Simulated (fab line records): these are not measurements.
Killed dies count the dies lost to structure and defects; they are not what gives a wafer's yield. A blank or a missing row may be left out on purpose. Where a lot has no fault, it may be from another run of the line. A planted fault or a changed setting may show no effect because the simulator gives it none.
2 desks, one fault + flow n5 finfet + every desk sees just its own numbers, and what lay behind them comes last

## DESK OF THE TOOL OWNER: rie diel-04
The tool's own readings at N5_BEOL_M9_STRIP_67 (strips in CF4): means of the sampled wafers that have a number, for each lot that ran on this tool. A lot is out of limits, marked OUT, if its mean lies more than 4 standard deviations from the usual mean; the brackets give that distance.
Columns: A = bias power w at N5_BEOL_M9_STRIP_67, usual 74.99 W; B = cf4 flow sccm at N5_BEOL_M9_STRIP_67, usual 150.0 sccm; C = drypump motor current A at N5_BEOL_M9_STRIP_67, usual 5.7 A; D = oes product au at N5_BEOL_M9_STRIP_67, usual 0.78 a.u.; E = rf vpp V at N5_BEOL_M9_STRIP_67, usual 270.8 V; F = showerhead plenum p Torr at N5_BEOL_M9_STRIP_67, usual 1.78 Torr; G = throttle valve pct at N5_BEOL_M9_STRIP_67, usual 13.52 %
| lot  | first seen here | A     | B     | C   | D    | E     | F    | G     |
|------|-----------------|-------|-------|-----|------|-------|------|-------|
| L614 | day 10 20:19    | 75.19 | 150.2 | 5.6 | 0.78 | 270.4 | 1.75 | 13.38 |
| L618 | day 11 04:31    | 74.92 | 149.8 | 5.7 | 0.76 | 268.3 | 1.69 | 13.51 |
| L635 | day 15 20:23    | 75.09 | 150.0 | 6.0 | 0.80 | 268.6 | 1.69 | 13.52 |
This desk found nothing out of limits on any of the 3 lots.

## METROLOGY DESK
What the gauges read, lot by lot, whatever tool the lot ran on: means of the sampled wafers that have a number. A lot is out of limits, marked OUT, if its mean lies more than 4 standard deviations from the usual mean; the brackets give that distance. Shown here are 7 of its 12 readings, the ones lying furthest out on some lot.
Columns: A = DIBL_N at N5_BEOL_M4_RC_MEAS_101, usual 36.5 mV/V; B = DIBL_P at N5_BEOL_M4_RC_MEAS_101, usual 36.5 mV/V; C = IOFF_N at N5_BEOL_M4_RC_MEAS_101, usual 0.16 nA/um; D = IOFF_P at N5_BEOL_M4_RC_MEAS_101, usual 0.21 nA/um; E = SS_N at N5_BEOL_M4_RC_MEAS_101, usual 71.6 mV/dec; F = SS_P at N5_BEOL_M4_RC_MEAS_101, usual 73.4 mV/dec; G = VT_P at N5_BEOL_M4_RC_MEAS_101, usual -250.5 mV
| lot  | first seen here | A    | B    | C    | D    | E    | F    | G      |
|------|-----------------|------|------|------|------|------|------|--------|
| L615 | day 8 18:32     | 37.0 | 34.7 | 0.14 | 0.19 | 71.5 | 72.4 | -250.2 |
| L614 | day 8 23:19     | 38.5 | 38.7 | 0.18 | 0.23 | 72.2 | 74.7 | -247.8 |
| L618 | day 9 02:56     | 33.4 | 33.6 | 0.12 | 0.17 | 70.3 | 72.6 | -252.8 |
| L625 | day 11 17:28    | 38.8 | 37.4 | 0.21 | 0.26 | 72.3 | 74.4 | -248.0 |
| L627 | day 11 17:46    | 37.9 | 37.1 | 0.17 | 0.22 | 72.5 | 72.9 | -250.3 |
| L634 | day 13 09:34    | 36.8 | 37.7 | 0.18 | 0.23 | 71.3 | 73.7 | -248.0 |
| L635 | day 13 21:25    | 37.8 | 40.0 | 0.22 | 0.27 | 72.1 | 74.1 | -245.0 |
| L636 | day 14 20:04    | 38.7 | 40.7 | 0.21 | 0.22 | 72.3 | 74.7 | -250.4 |
This desk found nothing out of limits on any of the 8 lots.

## TAKEN TOGETHER
The desk of the tool owner found nothing out of limits.
The metrology desk saw nothing out of limits.

## WHAT THE SIMULATOR HAD INSERTED
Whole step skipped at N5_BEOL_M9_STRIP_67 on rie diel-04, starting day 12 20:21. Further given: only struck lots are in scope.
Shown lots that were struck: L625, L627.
